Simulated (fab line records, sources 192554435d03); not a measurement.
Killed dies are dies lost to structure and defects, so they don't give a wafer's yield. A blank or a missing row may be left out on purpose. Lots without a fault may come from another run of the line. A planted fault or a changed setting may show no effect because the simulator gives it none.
A struck lot beside a sound one | flow n5_finfet | 43 steps out of a route of 1938
Sound: wafers L920.1, L920.4, L920.6. Struck: wafer L909.4. (L909.6 of the same lot was not struck and is left out.) The cause comes at the end.
At each step with rows: each side's tool, then ch and its chambers, then its first start. Under that, the readings that differ: sound wafers | struck wafers | difference of the means | sigmas: that difference in standard deviations of wafers without a fault.
alike: readings whose means differ by less than 2 such deviations, and words and numbers that are the same on both sides. not compared: withheld readings, readings that some wafer has no value for, bounds like >300 that may hide the same value, and numbers for which the record gives no deviation and whose values overlap.
The two part at a step that has a row with sigmas, a row that says differs or no value, or rows on one side only. Numbers that don't overlap but have no deviation are shown without sigmas and don't part them. A reading that every wafer of one side lacks parts them only if that side has two wafers or more.

first, 7 steps without rows for these wafers: N5_BEOL_M9_COAT_60 (time 60 s, resist thk 30 nm); N5_BEOL_M9_COAT_05 (resist thk 90 nm); N5_BEOL_M9_EBR_07; N5_BEOL_M9_SOFTBAKE_06 (time 60 s); N5_BEOL_M9_EXPOSE_08 (exposes mask M9); N5_BEOL_M9_PEB_09 (peb time 60 s); N5_BEOL_M9_DEVELOP_10 (develop time 30 s).
N5_BEOL_M9_CD_MEAS_11: target cd 64.1 nm.
  sound on cd_sem-03 ch 0, day 13 12:44; struck on cd_sem-01 ch 0, day 10 12:31
  alike: cd_nm
N5_BEOL_M9_OVL_MEAS_12:
  sound on overlay-02 ch 0, day 13 12:46; struck on overlay-01 ch 0, day 10 12:32
  alike: M9_OVL
N5_BEOL_M9_INSPECT_13: inspects for defects (brightfield).
  sound on defect_inspect-02, day 13 12:48; struck on defect_inspect-01, day 10 12:34
  alike: raw_defect_count
N5_BEOL_M9_DESCUM_16: chemistry O2, time 7.9 s.
  sound on rie_diel-02 ch 0,1,2, day 13 12:50; struck on rie_diel-06 ch 0, day 10 12:40
  alike: drypump_motor_current_A, oes_product_au, rf_vpp_V, showerhead_plenum_p_Torr, throttle_valve_pct
  not compared: rf_hours_counter_h
N5_BEOL_M9_ETCH_61: etches SiARC in CF4, target depth 39 nm, time 65 s.
  sound on rie_diel-02 ch 0,1,2, day 13 12:52; struck on rie_diel-06 ch 0, day 10 12:41
  alike: drypump_motor_current_A, etch_rf_on_time_s, mfc_ar_sccm, oes_product_au, rf_vpp_V, showerhead_plenum_p_Torr, throttle_valve_pct
  not compared: rf_hours_counter_h
N5_BEOL_M9_ETCH_62: etches SOC in N2/H2, target depth 110 nm, overetch 22 nm, time 165 s.
  sound on rie_diel-02 ch 0,1,2, day 13 12:55; struck on rie_diel-06 ch 0, day 10 12:44
  reading                                    | sound             | struck | difference | sigmas
  model.etch.depth_nm (nm)                   | 99.95 100.2 99.69 | 93.72  | -6.23      |
  model.SiARC_of_BEOL_M9_COAT_60.thk_nm (nm) | 23 23.2 23        | 25.4   | +2.3       |
  alike: drypump_motor_current_A, oes_product_au, rf_vpp_V, showerhead_plenum_p_Torr, throttle_valve_pct
  not compared: rf_hours_counter_h
then, 2 steps without rows for these wafers: N5_BEOL_M9_STRIP_68 (strips in N2/H2); N5_BEOL_M9_STRIP_67 (strips in CF4).
N5_BEOL_M9_HM_OPEN_17: chemistry Cl2/BCl3, target TiN, target depth 20 nm, overetch 6 nm.
  sound on rie_metal-01 ch 1, day 13 13:06; struck on rie_metal-01 ch 0, day 10 12:58
  alike: drypump_motor_current_A, mfc_ar_sccm, oes_product_au, throttle_valve_pct
  not compared: rf_hours_counter_h
then, 1 step without rows for these wafers: N5_BEOL_M9_STRIP_19 (strips in O2).
N5_BEOL_M9_CD_MEAS_18: pitch 140 nm, target cd 70 nm.
  sound on cd_sem-01, day 13 13:17; struck on cd_sem-01, day 10 13:14
  not compared: cd_nm
then, 9 steps without rows for these wafers: N5_BEOL_M9_COAT_63 (time 60 s, resist thk 60 nm); N5_BEOL_M9_COAT_64 (time 60 s, resist thk 12 nm); N5_BEOL_M9_COAT_75 (time 60 s, resist thk 5 nm); N5_BEOL_M9_COAT_22 (resist thk 30 nm); N5_BEOL_M9_EBR_24; N5_BEOL_M9_SOFTBAKE_23 (time 60 s); N5_BEOL_M9_EXPOSE_25 (exposes mask V8); N5_BEOL_M9_PEB_26 (peb time 60 s); N5_BEOL_M9_DEVELOP_27 (develop time 30 s).
N5_BEOL_M9_CD_MEAS_28: target cd 70 nm.
  sound on cd_sem-03 ch 0, day 13 14:06; struck on cd_sem-01 ch 0, day 10 13:53
  alike: cd_nm
N5_BEOL_M9_OVL_MEAS_29:
  sound on overlay-02 ch 0, day 13 14:08; struck on overlay-01 ch 0, day 10 13:56
  alike: V8_OVL
N5_BEOL_M9_INSPECT_30: inspects for defects (brightfield).
  sound on defect_inspect-02, day 13 14:11; struck on defect_inspect-02, day 10 13:58
  alike: raw_defect_count
then, 6 steps without rows for these wafers: N5_BEOL_M9_DESCUM_33 (chemistry O2, time 7 s); N5_BEOL_M9_ETCH_76 (etches underlayer in N2/H2, target depth 6.5 nm, time 5.2 s); N5_BEOL_M9_ETCH_65 (etches SiARC in CF4, target depth 15.6 nm, time 26 s); N5_BEOL_M9_ETCH_66 (etches SOC in N2/H2, target depth 80 nm, overetch 16 nm, time 120 s); N5_BEOL_M9_STRIP_69 (strips in N2/H2); N5_BEOL_M9_STRIP_77 (strips in N2/H2).
N5_BEOL_M9_VIA_ETCH_34: etches SiCOH lowk in C4F6/O2, target depth 182.4 nm, time 68.4 s.
  sound on rie_diel-02 ch 1,2,3, day 13 14:26; struck on rie_diel-02 ch 3, day 10 14:11
  reading               | sound          | struck | difference | sigmas
  oes_product_au (a.u.) | 0.88 0.68 0.83 | 0.33   | -0.47      | -6
  alike: drypump_motor_current_A, mfc_ar_sccm, oes_o_777_au, rf_vpp_V, showerhead_plenum_p_Torr, throttle_valve_pct
  not compared: rf_hours_counter_h
then, 3 steps without rows for these wafers: N5_BEOL_M9_STRIP_73 (strips in C4F6/O2); N5_BEOL_M9_STRIP_36 (strips in N2/H2); N5_BEOL_M9_TRENCH_ETCH_37 (etches SiCOH lowk in C4F6/O2, target depth 151.43 nm, time 49 s).
N5_BEOL_M9_ETCH_41: etches SiCN in CH3F/O2, target depth 36.6 nm, time 70.1 s.
  sound on rie_diel-02 ch 1,2,3; struck on rie_diel-02 ch 3
  alike: CH3F_flow_sccm, drypump_motor_current_A, mfc_ar_sccm, oes_product_au, rf_vpp_V, showerhead_plenum_p_Torr, throttle_valve_pct
  not compared: rf_hours_counter_h
N5_BEOL_M9_STRIP_80: strips in N2/H2, time 10 s.
  sound on rie_diel-02 ch 1,2,3; struck on rie_diel-02 ch 3
  alike: drypump_motor_current_A, oes_product_au, rf_vpp_V, showerhead_plenum_p_Torr, throttle_valve_pct
  not compared: rf_hours_counter_h
N5_BEOL_M9_OCD_MEAS_38:
  sound on ocd-02, day 13 14:42; struck on ocd-02, day 10 14:28
  reading              | sound       | struck | difference | sigmas
  trench_depth_nm (nm) | 155 153 153 | 4      | -150       | -47

WHERE THEY PART
First at N5_BEOL_M9_VIA_ETCH_34; last, within this record, at N5_BEOL_M9_OCD_MEAS_38.

WHY: what the simulator had put in
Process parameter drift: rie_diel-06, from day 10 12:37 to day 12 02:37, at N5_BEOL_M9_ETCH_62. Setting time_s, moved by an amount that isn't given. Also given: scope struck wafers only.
